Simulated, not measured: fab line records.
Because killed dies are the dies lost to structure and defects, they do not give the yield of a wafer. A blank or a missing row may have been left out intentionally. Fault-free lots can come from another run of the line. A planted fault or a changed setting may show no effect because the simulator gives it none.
fab line records | flow n5Finfet
record: lots: 7 wafers: 21
route steps=1938 shown ZERO_LAYER@9 PMOS_HMC_CHANNEL_EPI@63 SD_EPI_P@296 ILD0@343
startH: start of the lot's first displayed wafer, in hours after the record's first day | waitH: hours from the lot's prior step to this one | " as in the row above | L1.1+2: several wafers, shown together as one row | - either no value or no given start | * or withheld: withheld | < > ~ a bound
route shown NAME@n: names a module that has steps shown in the file, with the first one's number in the route | usual: the fault-free wafers' mean and standard deviation | same: alike in all rows | chamber/n: place in a boat | sites: the reading at each site | _std_site: standard deviation of those values | _edge_site: the outer-site mean with the inner-site mean subtracted | radiusMm: how far each site lies from the wafer's centre | mask NAME#n: copy n | behind: tool/chamber where the wafer was last shaped | hold: why the lot went on hold/how many hours it stayed there/how the hold came to an end | device: the transistor (n, p or np) that didn't switch | end of line: tests of these same wafers at the route's end | a step with no rows: only its recipe | killed: dies lost to structure and defects at the first sort, not the wafer's yield | map: dies across one wafer; x = killed, . = not, _ = none there
set.NAME: setting as actually run; set.NAME@STEP: the setting as run at that earlier step | model.NAME: the simulator's own value behind a step, which no gauge read
lots where settings were altered on purpose, with a table for each step and a row for each wafer
== steps ==
step: N5_ZERO_LAYER_EXPOSE_08
recipe: maskId: ZERO na: 0.55 sourceShape: conventional sigmaOuter: 0.8 polarization: unpolarized defocusNm: 0 targetCdNm: 2000 doseMj: 16.2
columns lot.wafer tool chamber startH waitH mask set.doseMj
L075.1+2 krfScanner-01 0 18.59 - ZERO#0 15.27
L075.6 " 0 " " ZERO#0 16.2
L083.1+3+5 krfScanner-02 0 67.52 - ZERO#0 15.36
L091.1+3 krfScanner-02 0 114.62 - ZERO#0 16.96
L091.2 " 0 " " ZERO#0 16.2
L092.1+3 krfScanner-02 0 120.47 - ZERO#0 16.2
L092.4 " 0 " " ZERO#0 17.33
L095.3+4+5 krfScanner-02 0 138.60 - ZERO#0 16.2
L096.1+4+5 krfScanner-01 0 144.59 - ZERO#0 16.2
L097.1+4+6 krfScanner-02 0 150.59 - ZERO#0 16.2
step: N5_ZERO_LAYER_PEB_09
recipe: pebTempC: withheld pebTimeS: *
step: N5_ZERO_LAYER_DEVELOP_10
recipe: developTimeS: 60 rinseLiquid: diw dry: airSpin devTempC: 21
step: N5_ZERO_LAYER_HARDBAKE_23
recipe: tempC: 130 timeS: 120
step: N5_ZERO_LAYER_CD_MEAS_11
recipe: targetCdNm: 2000 landingEnergyEv: 500 detector: seInlens
usual: cdNm: 1999.0/2.9
columns lot.wafer tool chamber startH waitH set.doseMj@ZERO_LAYER_EXPOSE_08 cdNm
L075.1 cdSem-01 0 18.77 - 15.27 1984.0
L075.2 " 0 " " 15.27 1985.6
L075.6 " 0 " " 16.2 1997.3
L083.1 cdSem-01 0 67.70 - 15.36 1985.7
L083.3 " 0 " " 15.36 1986.5
L083.5 " 0 " " 15.36 1991.6
L091.1 cdSem-03 0 114.79 - 16.96 2009.6
L091.2 " 0 " " 16.2 1997.7
L091.3 " 0 " " 16.96 2007.8
L092.1 cdSem-03 0 120.64 - 16.2 2001.5
L092.3 " 0 " " 16.2 1999.9
L092.4 " 0 " " 17.33 2015.1
L095.3 cdSem-01 0 138.77 - 16.2 1993.7
L095.4 " 0 " " 16.2 2000.6
L095.5 " 0 " " 16.2 1999.1
L096.1 cdSem-02 0 144.77 - 16.2 1999.2
L096.4 " 0 " " 16.2 1998.9
L096.5 " 0 " " 16.2 2002.5
L097.1 cdSem-02 0 150.77 - 16.2 1999.4
L097.4 " 0 " " 16.2 1995.8
L097.6 " 0 " " 16.2 1998.1
step: N5_ZERO_LAYER_DESCUM_16
recipe: chemistry: O2 timeS: 7.9 sourcePowerW: 50 biasPowerW: 20 pressureMtorr: 20 rfFrequencyHz: 2.712e+07 tempC: 40 o2FlowSccm: 225
columns lot.wafer tool chamber startH waitH set.doseMj@ZERO_LAYER_EXPOSE_08 model.ZERO_LAYER.cdNm
L075.1 rieDiel-02 2 19.09 0.3 15.27 1984
L075.2 " 3 " " 15.27 1986
L075.6 " 2 " " 16.2 1998
L083.1 rieDiel-03 2 67.76 0.1 15.36 1986
L083.3 " 0 " " 15.36 1987
L083.5 " 0 " " 15.36 1991
L091.1 rieDiel-03 0 114.83 0.0 16.96 2010
L091.2 " 1 " " 16.2 1998
L091.3 " 2 " " 16.96 2008
L092.1 rieDiel-04 0 120.70 0.1 16.2 2001
L092.3 " 2 " " 16.2 2000
L092.4 " 3 " " 17.33 2015
L095.3 rieDiel-04 0 138.88 0.1 16.2 1994
L095.4 " 3 " " 16.2 2001
L095.5 " 1 " " 16.2 1999
L096.1+4 rieDiel-03 0 144.80 0.0 16.2 1999
L096.5 " 0 " " 16.2 2002
L097.1 rieDiel-04 3 150.81 0.0 16.2 2000
L097.4 " 2 " " 16.2 1996
L097.6 " 0 " " 16.2 1998
step: N5_PMOS_HMC_CHANNEL_EPI_PEB_07
recipe: pebTempC: 110 pebTimeS: 60 resist: CAR-ArF-block
columns lot.wafer tool chamber startH waitH set.pebTimeS
L075.1 lithoTrack-03 0 23.58 0.1 64.1
L075.2+6 " 0 " " 60
L083.1+5 lithoTrack-02 0 72.00 0.1 66.92
L083.3 " 0 " " 60
L091.1+2+3 lithoTrack-04 0 119.00 0.1 60
L092.1+3+4 lithoTrack-03 0 125.34 0.1 60
L095.3+5 lithoTrack-03 0 143.46 0.0 60
L095.4 " 0 " " 71.74
L096.1+4+5 lithoTrack-02 0 149.16 0.1 60
L097.1+6 lithoTrack-04 0 155.43 0.1 67.8
L097.4 " 0 " " 60
step: N5_PMOS_HMC_CHANNEL_EPI_DEVELOP_08
recipe: developTimeS: 30 developer: TMAH resist: CAR-ArF-block devTempC: 23 rinseLiquid: diw dry: airSpin
columns lot.wafer tool chamber startH waitH set.developTimeS
L075.1 lithoTrack-03 0 - - 34.65
L075.2+6 " 0 " " 30
L083.1 lithoTrack-02 0 - - 30
L083.3+5 " 0 " " 27.85
L091.1+3 lithoTrack-04 0 - - 34.81
L091.2 " 0 " " 30
L092.1+3 lithoTrack-03 0 - - 30
L092.4 " 0 " " 25.42
L095.3+4+5 lithoTrack-03 0 - - 30
L096.1+4+5 lithoTrack-02 0 - - 30
L097.1+4+6 lithoTrack-04 0 - - 30
step: N5_PMOS_HMC_CHANNEL_EPI_CD_MEAS_09
recipe: targetCdNm: 237.4 landingEnergyEv: 500 detector: seInlens
usual: cdNm: 237.5/1.1
columns lot.wafer tool chamber startH waitH set.pebTimeS@PMOS_HMC_CHANNEL_EPI_PEB_07 cdNm
L075.1 cdSem-02 0 23.64 - 64.1 242.7
L075.2 " 0 " " 60 238.5
L075.6 " 0 " " 60 238.2
L083.1 cdSem-01 0 72.07 - 66.92 241.2
L083.3 " 0 " " 60 235.6
L083.5 " 0 " " 66.92 239.8
L091.1 cdSem-02 0 119.07 - 60 237.2
L091.2 " 0 " " 60 237.7
L091.3 " 0 " " 60 238.7
L092.1 cdSem-02 0 125.41 - 60 237.0
L092.3 " 0 " " 60 237.7
L092.4 " 0 " " 60 235.4
L095.3 cdSem-03 0 143.53 - 60 238.5
L095.4 " 0 " " 71.74 243.8
L095.5 " 0 " " 60 237.3
L096.1 cdSem-03 0 149.23 - 60 238.8
L096.4 " 0 " " 60 239.3
L096.5 " 0 " " 60 239.9
L097.1 cdSem-03 0 155.49 - 67.8 240.8
L097.4 " 0 " " 60 234.7
L097.6 " 0 " " 67.8 239.4
step: N5_PMOS_HMC_CHANNEL_EPI_DESCUM_14
recipe: chemistry: O2 timeS: 7.9 sourcePowerW: 50 biasPowerW: 20 pressureMtorr: 20 rfFrequencyHz: 2.712e+07 tempC: 40 resist: CAR-ArF-block o2FlowSccm: 225
columns lot.wafer tool chamber startH waitH set.pebTimeS@PMOS_HMC_CHANNEL_EPI_PEB_07 model.PMOS_HMC_CHANNEL_EPI.cdNm
L075.1 rieDiel-04 1 23.73 0.0 64.1 242.6
L075.2 " 0 " " 60 238.7
L075.6 " 3 " " 60 237.9
L083.1 rieDiel-03 2 72.16 0.0 66.92 241.3
L083.3 " 0 " " 60 235.6
L083.5 " 2 " " 66.92 239.4
L091.1 rieDiel-03 1 119.22 0.1 60 237.2
L091.2 " 0 " " 60 237.4
L091.3 " 3 " " 60 238.9
L092.1 rieDiel-03 3 125.50 0.0 60 236.9
L092.3 " 1 " " 60 237.5
L092.4 " 2 " " 60 235.5
L095.3 rieDiel-04 3 143.78 0.2 60 238.5
L095.4 " 1 " " 71.74 243.8
L095.5 " 2 " " 60 237.4
L096.1 rieDiel-02 0 149.60 0.3 60 239
L096.4 " 1 " " 60 239.2
L096.5 " 0 " " 60 239.9
L097.1 rieDiel-04 2 155.58 0.0 67.8 240.6
L097.4 " 3 " " 60 235
L097.6 " 0 " " 67.8 239.5
step: N5_PMOS_HMC_CHANNEL_EPI_ETCH_32
recipe: chemistry: N2/H2 target: BARC stopOn: SiO2 targetDepthA: 858 overEtchFrac: 0.3 timeS: 50.3 ionEnergyEv: 200 maskMaterial: CAR-ArF-block pressureMtorr: 30 sourceW: 840 biasW: 150 n2FlowSccm: 200 h2FlowSccm: 200
step: N5_PMOS_HMC_CHANNEL_EPI_HM_OPEN_15
recipe: chemistry: CHF3/O2 target: SiO2 maskMaterial: CAR-ArF-block targetDepthA: 406 CHF3_flow_sccm: 50 O2_flow_sccm: 5 Ar_flow_sccm: 200 timeS: 20.3 pressureMtorr: 30 sourceW: 650 biasW: 170 ionEnergyEv: 200
columns lot.wafer tool chamber startH waitH set.pebTimeS@PMOS_HMC_CHANNEL_EPI_PEB_07 model.PMOS_HMC_CHANNEL_EPI.cdNm
L075.1 rieDiel-04 1 23.81 0.0 64.1 244.6
L075.2 " 0 " " 60 241.8
L075.6 " 3 " " 60 239.8
L083.1 rieDiel-03 2 72.28 0.0 66.92 243.5
L083.3 " 0 " " 60 238.1
L083.5 " 2 " " 66.92 241.3
L091.1 rieDiel-03 1 119.30 0.0 60 240.1
L091.2 " 0 " " 60 240.5
L091.3 " 3 " " 60 241.9
L092.1 rieDiel-03 3 125.58 0.0 60 239.2
L092.3 " 1 " " 60 239.8
L092.4 " 2 " " 60 237.4
L095.3 rieDiel-04 3 143.86 0.0 60 241.5
L095.4 " 1 " " 71.74 247.9
L095.5 " 2 " " 60 240.8
L096.1 rieDiel-02 0 149.67 0.0 60 240.4
L096.4+5 " 1,0 " " 60 241.4
L097.1 rieDiel-04 2 155.66 0.0 67.8 243.1
L097.4 " 3 " " 60 238
L097.6 " 0 " " 67.8 242.2
step: N5_SD_EPI_P_COAT_35
recipe: resist: SiARC tempC: 220 timeS: 60 spinRpm: 1500 resistThkNm: 35
columns lot.wafer tool chamber startH waitH set.spinRpm model.SiARC_of_SD_EPI_P_COAT_35.thkNm
L075.1+2+6 lithoTrack-03 0 - - 1441 35.8
L083.1+5 lithoTrack-02 0 - - 1500 35
L083.3 " 0 " " 1577 34.2
L091.1+2 lithoTrack-04 0 - - 1500 35
L091.3 " 0 " " 1336 37
L092.1 lithoTrack-02 0 - - 1668 33.4
L092.3+4 " 0 " " 1500 35.2
L095.3+5 lithoTrack-04 0 - - 1500 35.2
L095.4 " 0 " " 1500 35
L096.1+4+5 lithoTrack-04 0 - - 1500 35
L097.1 lithoTrack-03 0 - - 1427 35.8
L097.4 " 0 " " 1500 34.8
L097.6 " 0 " " 1500 35
step: N5_SD_EPI_P_PEB_07
recipe: pebTempC: 110 pebTimeS: 60 resist: CAR-ArF-block
columns lot.wafer tool chamber startH waitH set.pebTimeS
L075.1+6 lithoTrack-02 0 62.00 0.1 60
L075.2 " 0 " " 66.76
L083.1+3 lithoTrack-02 0 109.82 0.1 60
L083.5 " 0 " " 55.71
L091.1+3 lithoTrack-03 0 155.94 0.1 54.91
L091.2 " 0 " " 60
L092.1+3 lithoTrack-04 0 161.55 0.1 68.03
L092.4 " 0 " " 60
L095.3 lithoTrack-02 0 179.41 0.0 48.49
L095.4+5 " 0 " " 60
L096.1+4+5 lithoTrack-02 0 184.95 0.1 60
L097.1+6 lithoTrack-03 0 192.22 0.1 60
L097.4 " 0 " " 65.84
step: N5_SD_EPI_P_DEVELOP_08
recipe: developTimeS: 30 developer: TMAH resist: CAR-ArF-block devTempC: 23 rinseLiquid: diw dry: airSpin
step: N5_SD_EPI_P_CD_MEAS_09
recipe: targetCdNm: 240 landingEnergyEv: 500 detector: seInlens
usual: cdNm: 239.8/0.91
columns lot.wafer tool chamber startH waitH set.pebTimeS@SD_EPI_P_PEB_07 cdNm
L075.1 cdSem-01 0 62.07 - 60 241.4
L075.2 " 0 " " 66.76 244.9
L075.6 " 0 " " 60 239.9
L083.1 cdSem-03 0 109.89 - 60 238.8
L083.3 " 0 " " 60 239.5
L083.5 " 0 " " 55.71 236.9
L091.1 cdSem-01 0 156.00 - 54.91 237.9
L091.2 " 0 " " 60 241.0
L091.3 " 0 " " 54.91 238.4
L092.1 cdSem-03 0 161.62 - 68.03 244.1
L092.3 " 0 " " 68.03 243.9
L092.4 " 0 " " 60 240.2
L095.3 cdSem-01 0 179.48 - 48.49 231.2
L095.4 " 0 " " 60 239.2
L095.5 " 0 " " 60 238.5
L096.1 cdSem-01 0 185.02 - 60 238.8
L096.4 " 0 " " 60 238.8
L096.5 " 0 " " 60 239.0
L097.1 cdSem-02 0 192.28 - 60 240.6
L097.4 " 0 " " 65.84 243.4
L097.6 " 0 " " 60 240.0
step: N5_SD_EPI_P_DESCUM_14
recipe: chemistry: O2 timeS: 7.9 sourcePowerW: 50 biasPowerW: 20 pressureMtorr: 20 rfFrequencyHz: 2.712e+07 tempC: 40 resist: CAR-ArF-block o2FlowSccm: 225
columns lot.wafer tool chamber startH waitH set.pebTimeS@SD_EPI_P_PEB_07 model.SD_EPI_P.cdNm
L075.1 rieDiel-03 1 62.20 0.1 60 241
L075.2 " 2 " " 66.76 245
L075.6 " 0 " " 60 240
L083.1 rieDiel-02 3 109.97 0.0 60 238.8
L083.3 " 0 " " 60 239
L083.5 " 3 " " 55.71 237
L091.1 rieDiel-03 0 156.09 0.0 54.91 238
L091.2 " 2 " " 60 240.6
L091.3 " 1 " " 54.91 238.4
L092.1 rieDiel-02 3 161.74 0.1 68.03 244
L092.3 " 0 " " 68.03 243.8
L092.4 " 1 " " 60 240.4
L095.3 rieDiel-02 3 179.56 0.0 48.49 231.2
L095.4 " 0 " " 60 239.2
L095.5 " 1 " " 60 238.4
L096.1 rieDiel-04 3 185.11 0.0 60 238.8
L096.4 " 1 " " 60 238.6
L096.5 " 2 " " 60 239.2
L097.1 rieDiel-02 2 192.37 0.0 60 240.4
L097.4 " 0 " " 65.84 243
L097.6 " 0 " " 60 240
step: N5_SD_EPI_P_ETCH_36
recipe: chemistry: CF4 target: SiARC targetDepthA: 455 maskMaterial: CAR-ArF-block timeS: 75.8 ionEnergyEv: 80 pressureMtorr: 40 sourceW: 545 biasW: 36 Ar_flow_sccm: 100 cf4FlowSccm: 100 ends: cleared
columns lot.wafer tool chamber startH waitH set.spinRpm@SD_EPI_P_COAT_35 set.pebTimeS@SD_EPI_P_PEB_07 model.etch.depthNm model.CAR-ArF-block_of_SD_EPI_P_COAT_03.thkNm model.SD_EPI_P.cdNm
L075.1 rieDiel-03 1 62.23 0.0 1441 60 35.7 111 241
L075.2 " 2 " " 1441 66.76 35.8 111 245.2
L075.6 " 0 " " 1441 60 35.79 110.6 240
L083.1 rieDiel-02 3 110.01 0.0 1500 60 35.05 110.8 238.6
L083.3 " 0 " " 1577 60 34.18 111.6 239.2
L083.5 " 3 " " 1500 55.71 34.96 110.8 236.8
L091.1 rieDiel-03 0 156.13 0.0 1500 54.91 35.08 111 238
L091.2 " 2 " " 1500 60 35.03 111 240.8
L091.3 " 1 " " 1336 54.91 37.05 109 238.4
L092.1 rieDiel-02 3 161.78 0.0 1668 68.03 33.39 113 243.6
L092.3 " 0 " " 1500 68.03 35.14 111.2 243.6
L092.4 " 1 " " 1500 60 35.18 111.4 240.6
L095.3 rieDiel-02 3 179.60 0.0 1500 48.49 35.11 111.4 231
L095.4 " 0 " " 1500 60 35.06 111.2 239.4
L095.5 " 1 " " 1500 60 35.14 111 239
L096.1 rieDiel-04 3 185.14 0.0 1500 60 34.93 111 238.6
L096.4 " 1 " " 1500 60 34.95 110.6 238.4
L096.5 " 2 " " 1500 60 35.01 110.6 239.4
L097.1 rieDiel-02 2 192.41 0.0 1427 60 35.8 109 240.6
L097.4 " 0 " " 1500 65.84 34.8 110.4 243
L097.6 " 0 " " 1500 60 34.91 110.4 240.2
step: N5_SD_EPI_P_ETCH_37
recipe: chemistry: N2/H2 target: SOC overetchA: 1080 maskMaterial: SiARC tempC: 40 ionEnergyEv: 100 sourceW: 3000 biasW: 133 pressureMtorr: 20 timeS: 486 n2FlowSccm: 200 h2FlowSccm: 200 ends: endPoint
columns lot.wafer tool chamber startH waitH set.pebTimeS@SD_EPI_P_PEB_07 model.SD_EPI_P.cdNm
L075.1 rieDiel-03 1 62.29 0.0 60 242.2
L075.2 " 2 " " 66.76 243.8
L075.6 " 0 " " 60 240.2
L083.1 rieDiel-02 3 110.07 0.0 60 237.6
L083.3 " 0 " " 60 238.2
L083.5 " 3 " " 55.71 235.8
L091.1 rieDiel-03 0 156.18 0.0 54.91 237.6
L091.2 " 2 " " 60 240.4
L091.3 " 1 " " 54.91 238.8
L092.1 rieDiel-02 3 161.83 0.0 68.03 242.4
L092.3 " 0 " " 68.03 242.6
L092.4 " 1 " " 60 240.4
L095.3 rieDiel-02 3 179.65 0.0 48.49 231.4
L095.4 " 0 " " 60 238.2
L095.5 " 1 " " 60 239
L096.1 rieDiel-04 3 185.20 0.0 60 238.2
L096.4 " 1 " " 60 237.8
L096.5 " 2 " " 60 239
L097.1 rieDiel-02 2 192.46 0.0 60 241.8
L097.4 " 0 " " 65.84 244
L097.6 " 0 " " 60 240.2
step: N5_SD_EPI_P_STRIP_38
recipe: chemistry: N2/H2 tempC: 40 n2FlowSccm: 200 h2FlowSccm: 200 rfFrequencyHz: 6e+07
step: N5_SD_EPI_P_ETCHBACK_46
recipe: chemistry: CH3F/O2 mode: anisotropicEtchback target: SiNx targetDepthA: 175 stopOn: SiO2 overEtchFrac: 0.3 ionEnergyEv: 120 pressureMtorr: 30 sourceW: 395 biasW: 73 Ar_flow_sccm: 150 CH3F_flow_sccm: 30 O2_flow_sccm: 20
columns lot.wafer tool chamber startH waitH set.pebTimeS@SD_EPI_P_PEB_07 model.SD_EPI_P.cdNm
L075.1 rieDiel-03 1 62.61 0.0 60 242.2
L075.2 " 2 " " 66.76 243.8
L075.6 " 0 " " 60 240.2
L083.1 rieDiel-02 3 110.39 0.0 60 237.6
L083.3 " 0 " " 60 238.2
L083.5 " 3 " " 55.71 236
L091.1 rieDiel-03 0 156.51 0.0 54.91 237.8
L091.2 " 2 " " 60 240.4
L091.3 " 1 " " 54.91 238.8
L092.1+3 rieDiel-02 3,0 162.16 0.0 68.03 242.6
L092.4 " 1 " " 60 240.6
L095.3 rieDiel-02 3 179.98 0.0 48.49 231.6
L095.4 " 0 " " 60 238.2
L095.5 " 1 " " 60 239.2
L096.1 rieDiel-04 3 185.52 0.0 60 238.2
L096.4 " 1 " " 60 238
L096.5 " 2 " " 60 238.8
L097.1 rieDiel-02 2 192.79 0.0 60 241.6
L097.4 " 0 " " 65.84 243.8
L097.6 " 0 " " 60 240
step: N5_ILD0_ALD_15
recipe: material: SiNx targetThkA: 240 tempC: 400 aldPrecursorFamily: SiH2I2 aldCoReactant: N2/H2-plasma pulseTimeS: 1 aldCycles: 480 purgeTimeS: 2 coReactantPurgeTimeS: 2 pressureTorr: 2
columns lot.wafer tool chamber startH waitH set.aldCycles model.SiNx_of_ILD0_ALD_15.thkNm
L075.1+2 aldSin-03 3,2 71.62 0.6 480 24
L075.6 " 2 72.70 1.1 515 25.8
L083.1 aldSin-02 0 118.51 0.6 515 25.8
L083.3 " 2 " " 480 24.2
L083.5 " 3 119.60 1.2 480 24
L091.1 aldSin-04 3 164.33 0.6 480 24.2
L091.2+3 " 0,1 " " 480 24
L092.1+4 aldSin-02 3,0 170.05 0.6 480 24
L092.3 " 2 " " 427 21.4
L095.3 aldSin-04 0 189.80 0.6 480 24
L095.4+5 " 1,0 190.89 1.6 429 21.6
L096.1+4+5 aldSin-02 2,3,1 195.28 0.9 480 24
L097.1 aldSin-03 3 201.84 0.6 528 26.2
L097.4+6 " 1,3 " " 528 26.4
== key ==
split: step: N5_ZERO_LAYER_EXPOSE_08 setting: doseMj stated: 16.2 by: wafer
response: step: N5_ZERO_LAYER_CD_MEAS_11 reading: cdNm change: +2.16 per: 1% r: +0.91
response: step: N5_ZERO_LAYER_DESCUM_16 reading: model.ZERO_LAYER.cdNm change: +2.17 per: 1% r: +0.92
split: step: N5_PMOS_HMC_CHANNEL_EPI_PEB_07 setting: pebTimeS stated: 60 by: wafer
response: step: N5_PMOS_HMC_CHANNEL_EPI_CD_MEAS_09 reading: cdNm change: +0.368 per: 1% r: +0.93
response: step: N5_PMOS_HMC_CHANNEL_EPI_DESCUM_14 reading: model.PMOS_HMC_CHANNEL_EPI.cdNm change: +0.362 per: 1% r: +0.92
response: step: N5_PMOS_HMC_CHANNEL_EPI_HM_OPEN_15 reading: model.PMOS_HMC_CHANNEL_EPI.cdNm change: +0.368 per: 1% r: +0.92
split: step: N5_PMOS_HMC_CHANNEL_EPI_DEVELOP_08 setting: developTimeS stated: 30 by: wafer
response none clear
split: step: N5_SD_EPI_P_COAT_35 setting: spinRpm stated: 1500 by: wafer
response: step: N5_SD_EPI_P_COAT_35 reading: model.SiARC_of_SD_EPI_P_COAT_35.thkNm change: -0.171 per: 1% r: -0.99
response: step: N5_SD_EPI_P_ETCH_36 reading: model.etch.depthNm change: -0.171 per: 1% r: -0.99
response: step: N5_SD_EPI_P_ETCH_36 reading: model.CAR-ArF-block_of_SD_EPI_P_COAT_03.thkNm change: +0.176 per: 1% r: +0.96
split: step: N5_SD_EPI_P_PEB_07 setting: pebTimeS stated: 60 by: wafer
response: step: N5_SD_EPI_P_CD_MEAS_09 reading: cdNm change: +0.353 per: 1% r: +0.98
response: step: N5_SD_EPI_P_DESCUM_14 reading: model.SD_EPI_P.cdNm change: +0.341 per: 1% r: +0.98
response: step: N5_SD_EPI_P_ETCH_36 reading: model.SD_EPI_P.cdNm change: +0.351 per: 1% r: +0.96
response: step: N5_SD_EPI_P_ETCH_37 reading: model.SD_EPI_P.cdNm change: +0.29 per: 1% r: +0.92
response: step: N5_SD_EPI_P_ETCHBACK_46 reading: model.SD_EPI_P.cdNm change: +0.284 per: 1% r: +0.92
split: step: N5_ILD0_ALD_15 setting: aldCycles stated: 480 by: wafer
response: step: N5_ILD0_ALD_15 reading: model.SiNx_of_ILD0_ALD_15.thkNm change: +0.234 per: 1% r: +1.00
